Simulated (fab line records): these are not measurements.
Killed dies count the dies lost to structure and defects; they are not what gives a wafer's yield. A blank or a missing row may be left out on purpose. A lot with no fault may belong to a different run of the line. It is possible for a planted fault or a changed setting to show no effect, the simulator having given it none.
Chamber matching || flow n5Finfet || N5_BEOL_M0_CMP_120 on cmp-03 has 4 sister chambers
The step polishes, stops on SiOC, t overpolish 6.9 s. 8 wafers are shown with their chamber, then 11 later ones without.

## EACH WAFER AND ITS CHAMBER
{"wafer": "L080.1", "chamber": 3, "motorCurrentA (A)": 6.4, "timeToEndpointS (s)": 60.5}
{"wafer": "L080.2", "chamber": 1, "motorCurrentA (A)": 6.7, "timeToEndpointS (s)": 59.2}
{"wafer": "L086.2", "chamber": 3, "motorCurrentA (A)": 6.5, "timeToEndpointS (s)": 68.3}
{"wafer": "L086.6", "chamber": 0, "motorCurrentA (A)": 5.6, "timeToEndpointS (s)": 60.6}
{"wafer": "L088.1", "chamber": 1, "motorCurrentA (A)": 6.6, "timeToEndpointS (s)": 59.2}
{"wafer": "L088.3", "chamber": 0, "motorCurrentA (A)": 6.0, "timeToEndpointS (s)": 60.5}
{"wafer": "L088.4", "chamber": 2, "motorCurrentA (A)": 6.9, "timeToEndpointS (s)": 61.2}
{"wafer": "L090.3", "chamber": 2, "motorCurrentA (A)": 6.8, "timeToEndpointS (s)": 59.7}

## WAFERS WITHOUT THEIR CHAMBER
{"wafer": "L090.4", "motorCurrentA (A)": 5.9, "timeToEndpointS (s)": 59.4}
{"wafer": "L090.6", "motorCurrentA (A)": 6.9, "timeToEndpointS (s)": 63.7}
{"wafer": "L094.2", "motorCurrentA (A)": 6.7, "timeToEndpointS (s)": 62.7}
{"wafer": "L094.5", "motorCurrentA (A)": 6.0, "timeToEndpointS (s)": 63.9}
{"wafer": "L094.6", "motorCurrentA (A)": 5.9, "timeToEndpointS (s)": 61.8}
{"wafer": "L095.1", "motorCurrentA (A)": 6.5, "timeToEndpointS (s)": 62.0}
{"wafer": "L095.4", "motorCurrentA (A)": 5.7, "timeToEndpointS (s)": 63.6}
{"wafer": "L095.6", "motorCurrentA (A)": 6.3, "timeToEndpointS (s)": 61.5}
{"wafer": "L096.1", "motorCurrentA (A)": 6.8, "timeToEndpointS (s)": 64.1}
{"wafer": "L096.2", "motorCurrentA (A)": 6.7, "timeToEndpointS (s)": 66.6}
{"wafer": "L096.4", "motorCurrentA (A)": 6.0, "timeToEndpointS (s)": 66.4}

## WHICH CHAMBER EACH ONE RAN IN
{"wafer": "L090.4", "from the rows above": 0, "in truth": 0}
{"wafer": "L090.6", "from the rows above": "can't be placed: 2 or 1 or 3", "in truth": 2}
{"wafer": "L094.2", "from the rows above": "can't be placed: 2 or 1 or 3", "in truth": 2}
{"wafer": "L094.5", "from the rows above": "can't be placed: 0 or 3", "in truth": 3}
{"wafer": "L094.6", "from the rows above": 0, "in truth": 0}
{"wafer": "L095.1", "from the rows above": "can't be placed: 3 or 1 or 2", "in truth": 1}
{"wafer": "L095.4", "from the rows above": 0, "in truth": 0}
{"wafer": "L095.6", "from the rows above": "can't be placed: 3 or 1 or 0", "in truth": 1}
{"wafer": "L096.1", "from the rows above": "can't be placed: 2 or 1 or 3", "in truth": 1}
{"wafer": "L096.2", "from the rows above": "can't be placed: 3 or 2 or 1", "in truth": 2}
{"wafer": "L096.4", "from the rows above": "can't be placed: 0 or 3", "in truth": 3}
3 of 11 placed correctly. Can't be placed from these rows: 8 (the true chamber is among the candidates in 8). 0 placed wrongly.
How it was worked out, from the rows above alone: a wafer's distance from a chamber is the root of the sum, over the readings, of the square of ((its reading less the chamber's mean) divided by the reading's scatter). If the next closest chamber is less than 2 further off than the closest, the wafer can't be placed; otherwise it belongs to the closest. For every chamber, the mean is computed from those of its wafers that are shown. The scatter: take each reading less its chamber's mean, square it, sum over the shown wafers, divide by the number of wafers less the number of chambers, and take the root.
